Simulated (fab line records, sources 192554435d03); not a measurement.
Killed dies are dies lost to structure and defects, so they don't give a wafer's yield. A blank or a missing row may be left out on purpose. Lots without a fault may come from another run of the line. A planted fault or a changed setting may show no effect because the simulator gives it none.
A struck lot beside a sound one | flow n5_finfet | 17 steps out of a route of 1938
Sound: wafers L842.1, L842.2, L842.5. Struck: wafers L833.1, L833.3, L833.4. The cause comes at the end.
At each step with rows: each side's tool, then ch and its chambers, then its first start. Under that, the readings that differ: sound wafers | struck wafers | difference of the means | sigmas: that difference in standard deviations of wafers without a fault.
alike: readings whose means differ by less than 2 such deviations, and words and numbers that are the same on both sides. not compared: withheld readings, readings that some wafer has no value for, bounds like >300 that may hide the same value, and numbers for which the record gives no deviation and whose values overlap.
The two part at a step that has a row with sigmas, a row that says differs or no value, or rows on one side only. Numbers that don't overlap but have no deviation are shown without sigmas and don't part them. A reading that every wafer of one side lacks parts them only if that side has two wafers or more.

first, 1 step without rows for these wafers: N5_STI_FIN_REVEAL_SRD_21 (time 30 s).
N5_STI_FIN_REVEAL_OXIDATION_33: chemistry O2 PLASMA REMOTE, time 20 s.
  sound on plasma_asher-02 ch 0,1, day 7 00:58; struck on plasma_asher-01 ch 0,1, day 4 21:13
  alike: drypump_motor_current_A, heater_power_w, o2_flow_sccm
  not compared: rf_hours_counter_h
then, 2 steps without rows for these wafers: N5_STI_FIN_REVEAL_CLEAN_19 (cleans in O3/DIW, time 120 s); N5_STI_FIN_REVEAL_SRD_23 (time 30 s).
N5_STI_FIN_REVEAL_CD_MEAS_22: target cd 6.238 nm, pitch 28 nm.
  sound on cd_sem-03, day 7 01:08; struck on cd_sem-01, day 4 21:22
  alike: cd_nm
N5_STI_FIN_REVEAL_FIN_H_MEAS_10:
  sound on ocd-01, day 7 01:10; struck on ocd-02, day 4 21:24
  alike: trench_depth_nm
then, 2 steps without rows for these wafers: N5_STI_FIN_REVEAL_PRECLEAN_18 (cleans in SC2, time 45 s); N5_STI_FIN_REVEAL_SRD_28 (time 30 s).
N5_STI_FIN_REVEAL_INSPECT_13: inspects for defects (darkfield).
  sound on defect_inspect-01, day 7 01:15; struck on defect_inspect-01, day 4 21:29
  alike: raw_defect_count
then, 2 steps without rows for these wafers: N5_DUMMY_GATE_PRECLEAN_00 (cleans in O3/DIW, time 60 s); N5_DUMMY_GATE_SRD_01 (time 30 s).
N5_DUMMY_GATE_ALD_02: deposits SiO2, target thk 2 nm, pulse time 1 s.
  sound on ald_sin-03 ch 0,2, day 7 02:31; struck on ald_sin-04 ch 1,2,3, day 4 23:05
  alike: heater_power_w, precursor_pulse_height_rel
N5_DUMMY_GATE_CVD_03: deposits a-Si from SiH4, target thk 150 nm, time 8042 s.
  sound on lpcvd-02 ch 0/65,0/70,0/84, day 7 02:37; struck on lpcvd-01 ch 0/65,0/75,0/79, day 4 23:12
  reading                                     | sound                | struck               | difference | sigmas
  spike_tc_bottom_C (C)                       | 549.7 549.7 549.7    | 535.3 535.3 535.3    | -14.4      | -6
  spike_tc_centre_C (C)                       | 531.9 531.9 531.9    | 515.6 515.6 515.6    | -16.3      | -27
  spike_tc_lower_C (C)                        | 529.8 529.8 529.8    | 515.8 515.8 515.8    | -14.0      | -19
  spike_tc_upper_C (C)                        | 531.3 531.3 531.3    | 513.9 513.9 513.9    | -17.4      | -14
  susceptor_temp_C (C)                        | 530.03 530.03 530.03 | 515.25 515.25 515.25 | -14.78     | -99
  model.a-Si_of_DUMMY_GATE_CVD_03.thk_nm (nm) | 148.8 149.2 150      | 96.8 96 95.4         | -53.3      |
  alike: spike_tc_top_C, zone_power_centre_pct
then, 2 steps without rows for these wafers: N5_DUMMY_GATE_PRECLEAN_46 (cleans in DIW, time 89.5 s); N5_DUMMY_GATE_SRD_47 (dry time 32 s).
N5_DUMMY_GATE_CMP_04: polishes a-Si.
  sound on cmp-04 ch 0,2,3, day 7 06:22; struck on cmp-01 ch 0,1,2, day 5 02:59
  reading                | sound          | struck      | difference | sigmas
  time_to_endpoint_s (s) | 11.9 14.7 13.9 | 4.7 4.5 3.0 | -9.4       | -4
  alike: motor_current_A
N5_BEOL_M4_RC_MEAS_101:
  the record has rows for the sound wafers here (prober-01 ch 0, day 12 18:41) and none for the struck ones

WHERE THEY PART
First at N5_DUMMY_GATE_CVD_03; last, within this record, at N5_BEOL_M4_RC_MEAS_101.

WHY: what the simulator had put in
Process parameter drift: lpcvd-01, from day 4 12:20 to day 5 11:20, at N5_DUMMY_GATE_CVD_03. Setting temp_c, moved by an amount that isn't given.
